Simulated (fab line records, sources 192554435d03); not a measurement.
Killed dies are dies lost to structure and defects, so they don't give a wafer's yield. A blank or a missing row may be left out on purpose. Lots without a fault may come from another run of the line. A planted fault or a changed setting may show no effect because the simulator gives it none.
Which tool did it? | flow n5_finfet | 9 lots, 27 wafers sampled, at 5 steps of a route of 1938

WHAT THE GAUGES READ, wafer by wafer
N5_BEOL_M4_RC_MEAS_101.
lot  | measured     | on        | DIBL_N (mV/V)
L708 | day 8 12:22  | prober-01 | 34.7 36.7 33.9
L710 | day 8 21:51  | prober-01 | 39.1 36.2 35.8
L711 | day 9 14:58  | prober-02 | 32.7 37.3 35.7
L712 | day 9 23:35  | prober-01 | 37.4 38.0 38.5
L714 | day 10 03:35 | prober-01 | 36.4 34.6 35.0
L715 | day 10 07:52 | prober-02 | 37.0 36.0 39.7
L722 | day 12 12:41 | prober-01 | 34.6 38.4 39.2
L728 | day 13 18:57 | prober-02 | 36.2 33.7 39.4
L730 | day 13 20:39 | prober-01 | 40.1 36.2 37.9

WHICH TOOL RAN EACH LOT (tool, then ch and the chambers of the sampled wafers, then the start)
lot  | N5_BEOL_M1_HM_DEP_02         | N5_BEOL_M1_ETCH_74                 | N5_BEOL_M1_STRIP_19               | N5_BEOL_M1_COAT_76
L708 | pvd_sputter-02, day 6 02:23  | rie_diel-06 ch 0,1,2, day 6 03:11  | rie_diel-03 ch 0,1,3, day 6 03:32 | litho_track-01 ch 0, day 6 03:38
L710 | pvd_sputter-01, day 6 15:41  | rie_diel-06 ch 1,2, day 6 16:47    | rie_diel-06 ch 1,2, day 6 17:08   | litho_track-01 ch 0, day 6 17:14
L711 | pvd_sputter-03, day 6 20:42  | rie_diel-06 ch 1,2, day 6 21:24    | rie_diel-06 ch 0,2, day 6 21:43   | litho_track-01 ch 0, day 6 21:50
L712 | pvd_sputter-01, day 7 05:07  | rie_diel-03 ch 0,1,3, day 7 05:47  | rie_diel-04 ch 0,1,2, day 7 06:07 | litho_track-02 ch 0, day 7 06:14
L714 | pvd_sputter-01, day 7 13:20  | rie_diel-04 ch 1,2,3, day 7 14:14  | rie_diel-03 ch 1,2, day 7 14:40   | litho_track-04 ch 0, day 7 14:46
L715 | pvd_sputter-01, day 8 03:47  | rie_diel-06 ch 0,3, day 8 04:36    | rie_diel-06 ch 0,1,3, day 8 04:56 | litho_track-01 ch 0, day 8 05:02
L722 | pvd_sputter-02, day 9 22:42  | rie_diel-06 ch 0,1,2, day 9 23:22  | rie_diel-03 ch 1,3, day 9 23:41   | litho_track-02 ch 0, day 9 23:49
L728 | pvd_sputter-02, day 11 05:47 | rie_diel-06 ch 0,2,3, day 11 06:40 | rie_diel-04 ch 0,3, day 11 07:07  | litho_track-01 ch 0, day 11 07:13
L730 | pvd_sputter-03, day 11 13:01 | rie_diel-03 ch 1,2,3, day 11 14:38 | rie_diel-04 ch 1,3, day 11 14:58  | litho_track-04 ch 0, day 11 15:04
- N5_BEOL_M1_HM_DEP_02: deposits TiN, target thk 20 nm.
- N5_BEOL_M1_ETCH_74: etches underlayer in N2/H2, target depth 6.5 nm, time 5.2 s.
- N5_BEOL_M1_STRIP_19: strips in O2.
- N5_BEOL_M1_COAT_76: time 60 s, resist thk 5 nm.

THE ANSWER, worked out from the rows above alone
Rule: what is usual is taken from the lots themselves. Put in order of their means at a reading, lots are off if they are a third of the lots or fewer, leave a main group of 4 or more, and stand apart from it by a gap of 3 or more times the standard deviation of the main group's means; of several such gaps the widest counts. A main group whose means are all the same, to the digits that the tables above print for the reading, isn't used. A lot without any number at a reading at which 4 lots or more have one is off too. The other lots that the step has rows for count as sound.
No lot is off at any reading shown: from this, nothing can be told.

WHAT THE SIMULATOR HAD PUT IN
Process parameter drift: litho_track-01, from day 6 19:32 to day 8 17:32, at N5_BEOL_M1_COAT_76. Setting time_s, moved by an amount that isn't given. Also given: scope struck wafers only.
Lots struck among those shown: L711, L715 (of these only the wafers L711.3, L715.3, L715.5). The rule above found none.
